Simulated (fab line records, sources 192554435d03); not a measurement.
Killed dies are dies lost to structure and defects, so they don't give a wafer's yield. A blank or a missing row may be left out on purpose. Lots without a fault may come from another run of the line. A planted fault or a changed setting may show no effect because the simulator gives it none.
fab line records | flow n5_finfet
record lots=7 wafers=21
route steps=1938 shown BEOL_M7@1281 BEOL_M8@1374 BEOL_M9@1408 BEOL_M10@1496 BEOL_M11@1560
start_h: hours from the record's first day to the start of the lot's first wafer shown | wait_h: hours since the lot's step before | " the same as in the row above | L1.1+2: a row that stands for several wafers | - no value, or no start given | * or withheld: withheld | < > ~ a bound
route shown NAME@n: a module of which the file shows steps, and the number in the route of the first | usual: mean/standard deviation of fault-free wafers | same: alike in all rows | chamber/n: place in a boat | sites: the reading at each site | _std_site: their standard deviation | _edge_site: outer sites' mean less inner sites' | radius_mm: how far each site lies from the wafer's centre | mask NAME#n: copy n | behind: the tool/chamber that last shaped the wafer | hold: why the lot was held/for how many hours/how that ended | device: the transistor (n, p or np) that didn't switch | end of line: the same wafers' tests at the end of the route | a step without rows: its recipe alone | killed: dies lost to structure and defects at the first sort, not the wafer's yield | map: a wafer's dies, x killed, . not, _ none there
set.NAME: the setting as run; set.NAME@STEP: as run at that earlier step | model.NAME: the simulator's own value behind a step, which no gauge read
lots whose settings were changed on purpose; a table a step, a row a wafer
## steps
# step N5_BEOL_M7_ETCH_62
# recipe chemistry=N2/H2 target=SOC target_depth_a=1100 overetch_a=220 mask_material=SiARC temp_c=40 time_s=165 ion_energy_ev=200 pressure_mtorr=30 source_w=840 bias_w=150 n2_flow_sccm=200 h2_flow_sccm=200
# usual rf_vpp_V=524.4/2.4
# columns lot.wafer tool chamber start_h wait_h set.source_w set.spin_rpm@BEOL_M7_COAT_59 rf_vpp_V model.etch.depth_nm
L075.1 rie_diel-01 1 203.35 0.0 840 1500 524.4 100.2
L075.3 " 3 " " 693.1 1500 555.2 100.2
L075.6 " 0 " " 840 1500 524.5 100.3
L076.4 rie_diel-01 2 220.31 0.0 795.8 1561 535.7 98.33
L076.5 " 1 " " 795.8 1500 531.8 100.3
L076.6 " 0 " " 840 1561 523.8 98.56
L084.1 rie_diel-03 3 272.66 0.0 947.2 1390 500.9 104.1
L084.2 " 0 " " 947.2 1500 502.7 99.89
L084.3 " 2 " " 947.2 1500 501.6 100.1
L087.1 rie_diel-02 0 307.65 0.0 840 1586 521.2 97.35
L087.2 " 2 " " 840 1586 522.7 97.33
L087.6 " 1 " " 930.9 1500 507.1 99.94
L092.2 rie_diel-02 2 336.07 0.0 840 1500 522.1 100.7
L092.3 " 3 " " 990.4 1430 500.2 102.8
L092.6 " 0 " " 990.4 1500 494.1 100.6
L090.1 rie_diel-01 1 336.74 0.0 703.8 1500 554.4 99.89
L090.3 " 0 " " 703.8 1553 554.4 98.19
L090.6 " 0 " " 703.8 1553 554.6 98.41
L097.1 rie_diel-01 0 370.61 0.0 840 1500 521.5 99.84
L097.5 " 2 " " 840 1500 526.1 99.75
L097.6 " 0 " " 840 1500 523.1 100
# step N5_BEOL_M7_STRIP_68
# recipe chemistry=N2/H2 temp_c=40 n2_flow_sccm=200 h2_flow_sccm=200 rf_frequency_hz=6e+07
# step N5_BEOL_M7_STRIP_67
# recipe chemistry=CF4 resist=SiARC power_w=300 bias_power_w=75 pressure_mtorr=50 cf4_flow_sccm=150 rf_frequency_hz=6e+07
# step N5_BEOL_M7_HM_OPEN_17
# recipe chemistry=Cl2/BCl3 target_depth_a=200 overetch_a=60 target=TiN mask_material=SOC ion_energy_ev=150 pressure_mtorr=10 icp_w=1000 bias_w=126 Cl2_flow_sccm=53.25 bcl3_flow_sccm=21.75 Ar_flow_sccm=25
# columns lot.wafer tool chamber start_h wait_h set.spin_rpm@BEOL_M7_COAT_59 model.SOC_of_BEOL_M7_COAT_59.thk_nm
L075.1 rie_metal-02 0 203.54 0.0 1500 92.4
L075.3+6 " 0 " " 1500 92.6
L076.4 rie_metal-02 1 220.53 0.1 1561 90.4
L076.5 " 1 " " 1500 92.4
L076.6 " 0 " " 1561 90.8
L084.1 rie_metal-02 0 272.87 0.1 1390 96.4
L084.2 " 1 " " 1500 92.2
L084.3 " 1 " " 1500 92.4
L087.1 rie_metal-02 1 307.83 0.0 1586 89.4
L087.2 " 0 " " 1586 89.6
L087.6 " 0 " " 1500 92.2
L092.2+6 rie_metal-02 1 336.28 0.1 1500 92.8
L092.3 " 1 " " 1430 95
L090.1 rie_metal-02 1 336.93 0.0 1500 92
L090.3 " 1 " " 1553 90.4
L090.6 " 1 " " 1553 90.6
L097.1 rie_metal-03 0 370.80 0.0 1500 92
L097.5 " 1 " " 1500 91.6
L097.6 " 0 " " 1500 92.2
# step N5_BEOL_M7_COAT_71
# recipe resist=underlayer temp_c=205 time_s=60 spin_rpm=1500 resist_thk_nm=5
# columns lot.wafer tool chamber start_h wait_h set.spin_rpm
L075.1 litho_track-01 0 - - 1340
L075.3+6 " 0 " " 1500
L076.4+5 litho_track-04 0 - - 1500
L076.6 " 0 " " 1608
L084.1+2+3 litho_track-04 0 - - 1500
L087.1+2+6 litho_track-01 0 - - 1500
L092.2+6 litho_track-03 0 - - 1500
L092.3 " 0 " " 1397
L090.1 litho_track-04 0 - - 1500
L090.3+6 " 0 " " 1428
L097.1+5+6 litho_track-01 0 - - 1500
# step N5_BEOL_M7_COAT_22
# recipe resist=CAR-EUV spin_rpm=1500 resist_thk_nm=30
# step N5_BEOL_M7_EBR_24
# recipe solvent=PGMEA ebr_width_mm=1.5
# step N5_BEOL_M7_DESCUM_33
# recipe chemistry=O2 time_s=7 source_power_w=50 bias_power_w=20 pressure_mtorr=20 rf_frequency_hz=2.712e+07 temp_c=40 resist=CAR-EUV o2_flow_sccm=225
# step N5_BEOL_M7_ETCH_72
# recipe chemistry=N2/H2 target=underlayer target_depth_a=65 mask_material=CAR-EUV time_s=5.2 ion_energy_ev=200 pressure_mtorr=30 source_w=840 bias_w=150 n2_flow_sccm=200 h2_flow_sccm=200 ends=cleared
# usual etch_rf_on_time_s=5.19/0.11
# columns lot.wafer tool chamber start_h wait_h set.spin_rpm@BEOL_M7_COAT_71 etch_rf_on_time_s model.etch.depth_nm
L075.1 rie_diel-01 1 206.06 0.0 1340 5.53 5.303
L075.3 " 2 " " 1500 5.17 5.023
L075.6 " 0 " " 1500 5.22 5.012
L076.4 rie_diel-03 2 225.68 0.0 1500 5.17 5.014
L076.5 " 3 " " 1500 5.26 4.99
L076.6 " 0 " " 1608 4.99 4.835
L084.1 rie_diel-01 3 275.82 0.0 1500 5.09 5.02
L084.2 " 2 " " 1500 5.17 5.028
L084.3 " 0 " " 1500 5.26 5.039
L087.1 rie_diel-01 0 309.59 0.0 1500 5.16 5
L087.2 " 1 " " 1500 5.21 5.002
L087.6 " 1 " " 1500 5.22 5.004
L092.2 rie_diel-02 0 340.31 0.0 1500 5.20 5.01
L092.3 " 1 " " 1397 5.63 5.212
L092.6 " 1 " " 1500 5.44 5.016
L090.1 rie_diel-02 0 342.24 0.0 1500 5.12 5.006
L090.3 " 1 " " 1428 5.43 5.125
L090.6 " 1 " " 1428 5.51 5.133
L097.1 rie_diel-01 2 372.32 0.0 1500 5.24 5.015
L097.5 " 2 " " 1500 5.15 5.014
L097.6 " 0 " " 1500 5.20 5.008
# step N5_BEOL_M8_VIA_ETCH_34
# recipe chemistry=C4F6/O2 target=SiCOH_lowk target_depth_a=1255 mask_material=SOC taper_deg=4 time_s=50.5 ion_energy_ev=250 pressure_mtorr=30 source_w=345 bias_w=185 Ar_flow_sccm=300 C4F6_flow_sccm=10 O2_flow_sccm=10
# usual rf_vpp_V=668/13
# columns lot.wafer tool chamber start_h wait_h set.bias_w rf_vpp_V model.etch.depth_nm
L075.1 rie_diel-06 0 212.70 0.0 214.4 746 132.8
L075.3 " 2 " " 214.4 773 132.1
L075.6 " 1 " " 185 677 128.4
L076.4 rie_diel-05 1 236.69 0.0 185 666 124.2
L076.5 " 2 " " 212.1 731 131.4
L076.6 " 3 " " 212.1 724 129.3
L084.1 rie_diel-04 0 285.03 0.0 185 676 127.5
L084.2 " 1 " " 185 663 126.7
L084.3 " 3 " " 185 693 128.1
L087.1 rie_diel-04 0 320.53 0.0 160.5 604 123.3
L087.2 " 1 " " 185 662 126.2
L087.6 " 3 " " 160.5 620 123
L090.1 rie_diel-05 3 348.28 0.0 160 579 117.5
L090.3 " 0 " " 185 664 123.1
L090.6 " 0 " " 160 592 117.3
L092.2 rie_diel-04 3 356.12 0.0 211.9 771 134.5
L092.3 " 2 " " 185 669 126.6
L092.6 " 3 " " 211.9 771 133.9
L097.1 rie_diel-06 0 380.97 0.0 185 664 126.9
L097.5 " 2 " " 185 689 125.6
L097.6 " 1 " " 185 675 126.2
# step N5_BEOL_M8_TRENCH_ETCH_37
# recipe chemistry=C4F6/O2 target_depth_a=934.78 target=SiCOH_lowk time_s=31.2 ion_energy_ev=250 pressure_mtorr=30 source_w=345 bias_w=185 Ar_flow_sccm=300 C4F6_flow_sccm=10 O2_flow_sccm=10
# usual rf_vpp_V=668/13
# columns lot.wafer tool chamber start_h wait_h set.bias_w rf_vpp_V model.etch.depth_nm model.BEOL_M8.feature_depth_nm
L075.1 rie_diel-06 0 - - 185 665 94.74 94.8
L075.3 " 2 " " 185 688 94.2 94.2
L075.6 " 1 " " 185 677 94.93 95
L076.4 rie_diel-05 1 - - 185 665 92.23 92.2
L076.5 " 2 " " 198.8 696 95.26 95.2
L076.6 " 3 " " 185 651 91.97 92
L084.1 rie_diel-04 0 - - 176.3 651 94.52 94.6
L084.2 " 1 " " 176.3 639 94.46 94.4
L084.3 " 3 " " 185 692 96.44 96.4
L087.1 rie_diel-04 0 - - 202.9 725 97.52 97.6
L087.2 " 1 " " 185 662 93.84 93.8
L087.6 " 3 " " 202.9 746 97.03 97
L090.1 rie_diel-05 3 - - 162.7 586 88.69 88.6
L090.3 " 0 " " 162.7 599 88.72 88.8
L090.6 " 0 " " 185 665 92.35 92.4
L092.2 rie_diel-04 3 - - 185 691 94.93 95
L092.3 " 2 " " 185 668 93.22 93.2
L092.6 " 3 " " 200.1 738 97.57 97.6
L097.1 rie_diel-06 0 - - 185 664 94.51 94.6
L097.5 " 2 " " 185 690 93.96 94
L097.6 " 1 " " 185 677 93.09 93
# step N5_BEOL_M8_ETCH_41
# recipe chemistry=CH3F/O2 target=SiCN target_depth_a=319 taper_deg=2 time_s=57.8 ion_energy_ev=120 mask_material=TiN pressure_mtorr=30 source_w=395 bias_w=75 Ar_flow_sccm=150 CH3F_flow_sccm=30 O2_flow_sccm=20
# step N5_BEOL_M8_STRIP_80
# recipe chemistry=N2/H2 time_s=10 power_w=450 temp_c=40 pressure_mtorr=20 rf_frequency_hz=6e+07 bias_power_w=7 n2_flow_sccm=200 h2_flow_sccm=200
# step N5_BEOL_M8_OCD_MEAS_38
# usual trench_depth_nm=93.6/1.5
# columns lot.wafer tool chamber start_h wait_h set.bias_w@BEOL_M8_TRENCH_ETCH_37 trench_depth_nm
L075.1 ocd-02 - 212.95 - 185 94.2
L075.3 " - " " 185 93.8
L075.6 " - " " 185 95.0
L076.4 ocd-02 - 236.94 - 185 91.8
L076.5 " - " " 198.8 95.4
L076.6 " - " " 185 92.2
L084.1 ocd-01 - 285.28 - 176.3 95.1
L084.2 " - " " 176.3 94.8
L084.3 " - " " 185 96.7
L087.1 ocd-01 - 320.78 - 202.9 97.4
L087.2 " - " " 185 93.8
L087.6 " - " " 202.9 97.1
L090.1 ocd-01 - 348.53 - 162.7 88.9
L090.3 " - " " 162.7 88.8
L090.6 " - " " 185 92.4
L092.2 ocd-01 - 356.37 - 185 94.2
L092.3 " - " " 185 93.0
L092.6 " - " " 200.1 97.9
L097.1 ocd-02 - 381.22 - 185 94.4
L097.5 " - " " 185 93.6
L097.6 " - " " 185 92.6
# step N5_BEOL_M8_HM_STRIP_39
# recipe chemistry=peroxide_tin_strip material=TiN target_depth_a=250 temp_c=50 time_s=158
# step N5_BEOL_M8_SRD_40
# recipe time_s=30 temp_c=23 rinse_liquid=diw dry=ipa_marangoni
# step N5_BEOL_M8_ECD_50
# recipe material=Cu target_thk_a=3000
# step N5_BEOL_M8_ANNEAL_51
# recipe temp_c=225 time_s=90 ambient=N2
# step N5_BEOL_M8_CMP_52
# recipe stop_on=SiCOH_lowk t_overpolish_s=6.9 down_force_psi=1 platen_rpm=50 clearing_platen_down_force_psi=1.5 clearing_platen_rpm=50 post_cmp_clean=cu_alkaline target_thk_nm=80 clearing_platen_pad_velocity_m_s=0.99484 pad_velocity_m_s=0.99484
# columns lot.wafer tool chamber start_h wait_h set.bias_w@BEOL_M8_TRENCH_ETCH_37 model.Cu_of_BEOL_M8_ECD_50.thk_nm
L075.3 cmp-01 0 217.42 0.2 185 80
L075.1 " 2 " " 185 80.6
L075.6 " 0 " " 185 81
L076.4 cmp-03 3 244.65 0.1 185 79.4
L076.6 " 3 " " 185 78.4
L076.5 " 0 " " 198.8 82
L084.3 cmp-04 3 288.68 0.2 185 84.4
L084.2 " 1 " " 176.3 81.4
L084.1 " 2 " " 176.3 82.6
L087.2 cmp-04 3 324.28 0.2 185 80
L087.1 " 0 " " 202.9 85.2
L087.6 " 3 " " 202.9 83.6
L090.1 cmp-03 3 350.62 0.3 162.7 76.6
L090.3 " 0 " " 162.7 75.8
L090.6 " 2 " " 185 80.2
L092.2 cmp-03 0 360.39 0.2 185 81.2
L092.3 " 2 " " 185 80.6
L092.6 " 1 " " 200.1 85.6
L097.1 cmp-03 0 383.21 0.3 185 80.4
L097.6 " 0 " " 185 79.8
L097.5 " 1 " " 185 80
# step N5_BEOL_M8_PRE_CLEAN_55
# recipe gas=NH3 time_s=15 temp_c=withheld rf_power_w=300
# step N5_BEOL_M8_DEP_56
# recipe material=SiCN target_thk_a=100 temp_c=withheld precursor=3MS/NH3 pressure_torr=3 rf_w=202 time_s=17.5
# step N5_BEOL_M8_RS_MEAS_57
# recipe thk_meas_gauge=four-point-probe reads=Cu_of_BEOL_M8_ECD_50+Co_of_BEOL_M8_CVD_78+TaN_of_BEOL_M8_ALD_77
# usual M8_RS=0.285/0.008
# columns lot.wafer tool chamber start_h wait_h set.bias_w@BEOL_M8_TRENCH_ETCH_37 M8_RS[ohm/sq]
L075.1 film_metro-02 - 217.87 0.1 185 0.284
L075.3 " - " " 185 0.286
L075.6 " - " " 185 0.283
L076.4 film_metro-01 - 245.08 0.0 185 0.289
L076.5 " - " " 198.8 0.278
L076.6 " - " " 185 0.293
L084.1 film_metro-01 - 289.10 0.1 176.3 0.276
L084.2 " - " " 176.3 0.280
L084.3 " - " " 185 0.269
L087.1 film_metro-02 - 324.71 0.1 202.9 0.267
L087.2 " - " " 185 0.287
L087.6 " - " " 202.9 0.272
L090.1 film_metro-02 - 351.00 0.1 162.7 0.301
L090.3 " - " " 162.7 0.305
L090.6 " - " " 185 0.286
L092.2 film_metro-01 - 360.82 0.1 185 0.281
L092.3 " - " " 185 0.284
L092.6 " - " " 200.1 0.264
L097.1 film_metro-01 - 383.63 0.1 185 0.285
L097.5 " - " " 185 0.287
L097.6 " - " " 185 0.286
# step N5_BEOL_M9_COAT_05
# recipe resist=CAR-ArF spin_rpm=1500 resist_thk_nm=90
# columns lot.wafer tool chamber start_h wait_h set.spin_rpm model.CAR-ArF_of_BEOL_M9_COAT_05.thk_nm
L075.1 litho_track-03 0 - - 1627 86.8
L075.3 " 0 " " 1500 90
L075.6 " 0 " " 1500 90.6
L076.4+6 litho_track-03 0 - - 1500 90.6
L076.5 " 0 " " 1500 90.4
L084.1 litho_track-03 0 - - 1500 90
L084.2 " 0 " " 1571 88
L084.3 " 0 " " 1500 89.8
L087.1 litho_track-03 0 - - 1500 90.4
L087.2+6 " 0 " " 1500 90.2
L090.1 litho_track-05 0 - - 1500 90
L090.3 " 0 " " 1453 91
L090.6 " 0 " " 1453 91.4
L092.2 litho_track-04 0 - - 1500 90.4
L092.3 " 0 " " 1500 90
L092.6 " 0 " " 1448 91.8
L097.1+6 litho_track-05 0 - - 1500 90
L097.5 " 0 " " 1500 89.8
# step N5_BEOL_M9_EBR_07
# recipe solvent=PGMEA ebr_width_mm=1.5
# step N5_BEOL_M9_SOFTBAKE_06
# recipe temp_c=110 time_s=60 resist=CAR-ArF
# step N5_BEOL_M9_EXPOSE_08
# recipe mask_id=M9 na=1.35 source_shape=dipole sigma_inner=0.411 sigma_outer=0.611 polarization=te dose_mj=53.75
# step N5_BEOL_M9_PEB_09
# recipe peb_temp_c=withheld peb_time_s=60 resist=CAR-ArF
# step N5_BEOL_M9_DEVELOP_10
# recipe develop_time_s=30 developer=TMAH resist=CAR-ArF rinse_liquid=diw dry=air_spin dev_temp_c=23
# columns lot.wafer tool chamber start_h wait_h set.spin_rpm@BEOL_M9_COAT_05 model.CAR-ArF_of_BEOL_M9_COAT_05.thk_nm
L075.1 litho_track-04 0 - - 1627 85
L075.3 " 0 " " 1500 88.2
L075.6 " 0 " " 1500 88.8
L076.4+5 litho_track-05 0 - - 1500 88.8
L076.6 " 0 " " 1500 89
L084.1 litho_track-03 0 - - 1500 88.4
L084.2 " 0 " " 1571 86.4
L084.3 " 0 " " 1500 88
L087.1 litho_track-05 0 - - 1500 88.8
L087.2+6 " 0 " " 1500 88.4
L090.1 litho_track-04 0 - - 1500 88.4
L090.3 " 0 " " 1453 89.4
L090.6 " 0 " " 1453 89.6
L092.2 litho_track-03 0 - - 1500 88.6
L092.3 " 0 " " 1500 88.4
L092.6 " 0 " " 1448 90
L097.1+5+6 litho_track-05 0 - - 1500 88.2
# step N5_BEOL_M10_COAT_22
# recipe resist=CAR-ArF spin_rpm=1500 resist_thk_nm=90
# columns lot.wafer tool chamber start_h wait_h set.spin_rpm model.CAR-ArF_of_BEOL_M10_COAT_22.thk_nm
L075.1 litho_track-04 0 - - 1500 90.2
L075.3 " 0 " " 1500 90
L075.6 " 0 " " 1500 90.4
L076.4+5 litho_track-01 0 - - 1632 86.2
L076.6 " 0 " " 1500 89.8
L084.1 litho_track-01 0 - - 1500 89.8
L084.2+3 " 0 " " 1663 85.4
L087.1+6 litho_track-04 0 - - 1500 89.8
L087.2 " 0 " " 1500 90
L090.1 litho_track-01 0 - - 1500 90
L090.3 " 0 " " 1500 89.8
L090.6 " 0 " " 1500 90.2
L092.2 litho_track-02 0 - - 1397 92.4
L092.3 " 0 " " 1397 92.2
L092.6 " 0 " " 1500 89.4
L097.1 litho_track-02 0 - - 1500 89.8
L097.5 " 0 " " 1500 90
L097.6 " 0 " " 1500 90.2
# step N5_BEOL_M10_PEB_26
# recipe peb_temp_c=withheld peb_time_s=60 resist=CAR-ArF
# columns lot.wafer tool chamber start_h wait_h set.peb_time_s
L075.1+3+6 litho_track-04 0 235.70 0.1 60
L076.4+5 litho_track-02 0 264.66 0.0 60
L076.6 " 0 " " 65.52
L084.1+3 litho_track-02 0 300.38 0.1 52.92
L084.2 " 0 " " 60
L087.1+2 litho_track-01 0 335.83 0.1 71.33
L087.6 " 0 " " 60
L090.1 litho_track-04 0 366.57 0.1 60
L090.3+6 " 0 " " 66.17
L092.2+3 litho_track-01 0 375.76 0.1 60
L092.6 " 0 " " 71.6
L097.1+5+6 litho_track-01 0 399.02 0.1 60
# step N5_BEOL_M10_DEVELOP_27
# recipe develop_time_s=30 developer=TMAH resist=CAR-ArF rinse_liquid=diw dry=air_spin dev_temp_c=23
# columns lot.wafer tool chamber start_h wait_h set.spin_rpm@BEOL_M10_COAT_22 model.CAR-ArF_of_BEOL_M10_COAT_22.thk_nm
L075.1 litho_track-04 0 - - 1500 88.4
L075.3 " 0 " " 1500 88.2
L075.6 " 0 " " 1500 88.8
L076.4 litho_track-02 0 - - 1632 84.4
L076.5 " 0 " " 1632 84.6
L076.6 " 0 " " 1500 88.2
L084.1 litho_track-02 0 - - 1500 88.2
L084.2+3 " 0 " " 1663 83.8
L087.1+2 litho_track-01 0 - - 1500 88.2
L087.6 " 0 " " 1500 88
L090.1+6 litho_track-04 0 - - 1500 88.4
L090.3 " 0 " " 1500 88
L092.2 litho_track-01 0 - - 1397 90.8
L092.3 " 0 " " 1397 90.6
L092.6 " 0 " " 1500 87.6
L097.1 litho_track-01 0 - - 1500 88
L097.5 " 0 " " 1500 88.2
L097.6 " 0 " " 1500 88.4
# step N5_BEOL_M10_CD_MEAS_28
# recipe target_cd_nm=70 landing_energy_ev=500 detector=se_inlens polarity=opening
# usual cd_nm=69.5/0.96
# columns lot.wafer tool chamber start_h wait_h set.peb_time_s@BEOL_M10_PEB_26 cd_nm
L075.1 cd_sem-02 0 235.77 - 60 70.3
L075.3 " 0 " " 60 68.8
L075.6 " 0 " " 60 70.7
L076.4 cd_sem-02 0 264.73 - 60 69.8
L076.5 " 0 " " 60 70.3
L076.6 " 0 " " 65.52 74.0
L084.1 cd_sem-03 0 300.45 - 52.92 66.1
L084.2 " 0 " " 60 70.7
L084.3 " 0 " " 52.92 66.6
L087.1 cd_sem-01 0 335.90 - 71.33 77.3
L087.2 " 0 " " 71.33 76.2
L087.6 " 0 " " 60 69.5
L090.1 cd_sem-02 0 366.64 - 60 69.1
L090.3 " 0 " " 66.17 74.2
L090.6 " 0 " " 66.17 74.5
L092.2 cd_sem-01 0 375.83 - 60 68.1
L092.3 " 0 " " 60 70.0
L092.6 " 0 " " 71.6 76.3
L097.1 cd_sem-01 0 399.08 - 60 67.2
L097.5 " 0 " " 60 67.2
L097.6 " 0 " " 60 67.7
# step N5_BEOL_M11_COAT_63
# recipe resist=SOC temp_c=250 time_s=60 spin_rpm=1500 resist_thk_nm=100
# columns lot.wafer tool chamber start_h wait_h set.spin_rpm model.SOC_of_BEOL_M11_COAT_63.thk_nm
L075.1+6 litho_track-03 0 248.40 0.0 1500 100.2
L075.3 " 0 " " 1500 100.4
L076.4 litho_track-02 0 274.37 2.3 1500 100.4
L076.5 " 0 " " 1358 106
L076.6 " 0 " " 1358 105.6
L084.1 litho_track-05 0 309.15 1.4 1356 105.2
L084.2+3 " 0 " " 1500 99.6
L087.1+2 litho_track-03 0 345.80 0.1 1500 100
L087.6 " 0 " " 1428 102.4
L090.1 litho_track-02 0 373.98 0.0 1500 100.2
L090.3+6 " 0 " " 1500 99.8
L092.2 litho_track-03 0 385.32 2.4 1500 100
L092.3+6 " 0 " " 1500 100.2
L097.1+6 litho_track-05 0 408.88 1.4 1500 99.8
L097.5 " 0 " " 1500 99.4
## key
split step=N5_BEOL_M7_ETCH_62 setting=source_w stated=840 by=wafer
response step=N5_BEOL_M7_ETCH_62 reading=rf_vpp_V change=-1.55 per=1% r=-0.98
split step=N5_BEOL_M7_COAT_71 setting=spin_rpm stated=1500 by=wafer
response step=N5_BEOL_M7_ETCH_72 reading=etch_rf_on_time_s change=* per=1% r=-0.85
response step=N5_BEOL_M7_ETCH_72 reading=model.etch.depth_nm change=-0.0263 per=1% r=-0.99
split step=N5_BEOL_M8_VIA_ETCH_34 setting=bias_w stated=185 by=wafer
response step=N5_BEOL_M8_VIA_ETCH_34 reading=rf_vpp_V change=+5.25 per=1% r=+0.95
response step=N5_BEOL_M8_VIA_ETCH_34 reading=model.etch.depth_nm change=+0.369 per=1% r=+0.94
split step=N5_BEOL_M8_TRENCH_ETCH_37 setting=bias_w stated=185 by=wafer
response step=N5_BEOL_M8_TRENCH_ETCH_37 reading=rf_vpp_V change=+6.68 per=1% r=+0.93
response step=N5_BEOL_M8_TRENCH_ETCH_37 reading=model.etch.depth_nm change=+0.361 per=1% r=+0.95
response step=N5_BEOL_M8_TRENCH_ETCH_37 reading=model.BEOL_M8.feature_depth_nm change=+0.363 per=1% r=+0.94
response step=N5_BEOL_M8_OCD_MEAS_38 reading=trench_depth_nm change=+0.379 per=1% r=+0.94
response step=N5_BEOL_M8_CMP_52 reading=model.Cu_of_BEOL_M8_ECD_50.thk_nm change=+0.427 per=1% r=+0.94
response step=N5_BEOL_M8_RS_MEAS_57 reading=M8_RS change=-0.00175 per=1% r=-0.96
split step=N5_BEOL_M9_COAT_05 setting=spin_rpm stated=1500 by=wafer
response step=N5_BEOL_M9_COAT_05 reading=model.CAR-ArF_of_BEOL_M9_COAT_05.thk_nm change=-0.413 per=1% r=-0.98
response step=N5_BEOL_M9_DEVELOP_10 reading=model.CAR-ArF_of_BEOL_M9_COAT_05.thk_nm change=-0.404 per=1% r=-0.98
split step=N5_BEOL_M10_COAT_22 setting=spin_rpm stated=1500 by=wafer
response step=N5_BEOL_M10_COAT_22 reading=model.CAR-ArF_of_BEOL_M10_COAT_22.thk_nm change=-0.41 per=1% r=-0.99
response step=N5_BEOL_M10_DEVELOP_27 reading=model.CAR-ArF_of_BEOL_M10_COAT_22.thk_nm change=-0.419 per=1% r=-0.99
split step=N5_BEOL_M10_PEB_26 setting=peb_time_s stated=60 by=wafer
response step=N5_BEOL_M10_CD_MEAS_28 reading=cd_nm change=+0.393 per=1% r=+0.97
split step=N5_BEOL_M11_COAT_63 setting=spin_rpm stated=1500 by=wafer
response step=N5_BEOL_M11_COAT_63 reading=model.SOC_of_BEOL_M11_COAT_63.thk_nm change=-0.568 per=1% r=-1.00
split outside_this_file step=N5_BEOL_M7_COAT_59 setting=spin_rpm
# split outside_this_file: this setting was split too, and the file shows its column; the key of that split is in another file
